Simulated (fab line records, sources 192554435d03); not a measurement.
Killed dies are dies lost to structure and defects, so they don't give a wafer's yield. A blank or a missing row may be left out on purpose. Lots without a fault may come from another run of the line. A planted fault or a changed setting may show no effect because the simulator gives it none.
Split-lot experiment | flow n5_finfet | 7 lots, 21 wafers read, on a route of 1938 steps

THE SPLIT
At N5_BEOL_M8_COAT_59 (time 60 s, resist thk 100 nm), the setting spin_rpm was moved away from the recipe's 1500 rpm on 9 of the 21 wafers read, by -10.1% to +11.2%. The other wafers ran this setting at the recipe's value.

FROM THE SPLIT TO THE READING: what the file shows between them, 4 steps
- N5_BEOL_M8_COAT_60: time 60 s, resist thk 35 nm
- N5_BEOL_M8_COAT_05: resist thk 90 nm
- N5_BEOL_M8_DESCUM_16: chemistry O2, time 7.9 s
- N5_BEOL_M8_ETCH_61: etches SiARC in CF4, target depth 45.5 nm, time 75.8 s

THE READING
etch.depth_nm (the simulator's own value, which no gauge read), in nm, at N5_BEOL_M8_ETCH_62 (etches SOC in N2/H2, target depth 110 nm, overetch 22 nm, time 165 s). The file gives no usual value for it. The 12 wafers here that ran the recipe average 100.11 nm, standard deviation 0.27 nm.

wafer  | tool, chamber at the split | spin_rpm as run, rpm | against the recipe | etch.depth_nm, nm | against lot-mates on the recipe
L074.3 | litho_track-01, 0          | 1500                 | recipe             | 100.3             | -
L074.5 | litho_track-01, 0          | 1500                 | recipe             | 100.2             | -
L074.6 | litho_track-01, 0          | 1500                 | recipe             | 100.5             | -
L076.1 | litho_track-04, 0          | 1567                 | +4.5%              | 98.09             | -2.31
L076.3 | litho_track-04, 0          | 1567                 | +4.5%              | 98.07             | -2.33
L076.5 | litho_track-04, 0          | 1500                 | recipe             | 100.4             | -
L080.1 | litho_track-03, 0          | 1349                 | -10.1%             | 105.7             | +5.89
L080.3 | litho_track-03, 0          | 1500                 | recipe             | 99.76             | -
L080.4 | litho_track-03, 0          | 1500                 | recipe             | 99.85             | -
L083.1 | litho_track-03, 0          | 1666                 | +11.1%             | 94.62             | -4.90
L083.4 | litho_track-03, 0          | 1500                 | recipe             | 99.52             | -
L083.5 | litho_track-03, 0          | 1666                 | +11.1%             | 94.91             | -4.61
L087.1 | litho_track-01, 0          | 1500                 | recipe             | 100.2             | -
L087.5 | litho_track-01, 0          | 1370                 | -8.7%              | 104.8             | +4.65
L087.6 | litho_track-01, 0          | 1500                 | recipe             | 100.1             | -
L090.1 | litho_track-03, 0          | 1387                 | -7.5%              | 104.3             | +4.10
L090.5 | litho_track-03, 0          | 1500                 | recipe             | 100.2             | -
L090.6 | litho_track-03, 0          | 1387                 | -7.5%              | 104.1             | +3.90
L093.2 | litho_track-04, 0          | 1500                 | recipe             | 99.99             | -
L093.4 | litho_track-04, 0          | 1500                 | recipe             | 100.3             | -
L093.6 | litho_track-04, 0          | 1668                 | +11.2%             | 94.82             | -5.33

THE FIT
A straight line over all 21 wafers: etch.depth_nm changes by -0.507 nm for each +1% of spin_rpm; r = -1.00; the points scatter about the line by 0.28 nm.
The same after taking each lot's own level away (the mean of its wafers on the recipe; 21 wafers): -0.495 nm for each +1%; r = -0.99; scatter 0.31 nm.
On that fit, the largest move of spin_rpm shifts the reading by 5.5 nm.
The lots' own levels span 99.520 to 100.400 nm, that is 3.2 times the standard deviation above.
So the lot-to-lot level changes the slope little: the two slopes agree.
Check: with one of the wafers moved furthest among these (+11.2%) left out of the fit, the line predicts -5.41 nm for it against its lot-mates. It came out at -5.33 nm against them.

OTHER SPLITS ON THESE WAFERS
These wafers also went through other splits before the reading. Each is held against what the fit with the lots' levels taken away leaves over:
other split on the same wafers   | wafers away from the commonest value | r with etch.depth_nm (lot level and that fit taken away)
N5_BEOL_M6_TRENCH_ETCH_37 time_s | 4                                    | +0.24
N5_BEOL_M7_VIA_ETCH_34 time_s    | 8                                    | -0.01
N5_BEOL_M8_PECVD_70 temp_c       | 8                                    | -0.13

THE WHOLE CHAIN: every reading that the file lists as answering this split, in the file's order
step               | what it does                                                         | reading                                                                        | change (the file's fit)               | r (the file's)
N5_BEOL_M8_COAT_59 | time 60 s, resist thk 100 nm                                         | SOC_of_BEOL_M8_COAT_59.thk_nm (the simulator's own value, which no gauge read) | -0.505 nm for each +1% of the setting | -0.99
N5_BEOL_M8_ETCH_62 | etches SOC in N2/H2, target depth 110 nm, overetch 22 nm, time 165 s | etch.depth_nm (the simulator's own value, which no gauge read)                 | -0.504 nm for each +1% of the setting | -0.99

THE FILE'S OWN FIT
etch.depth_nm changes by -0.504 nm for each +1% of spin_rpm, r = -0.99.
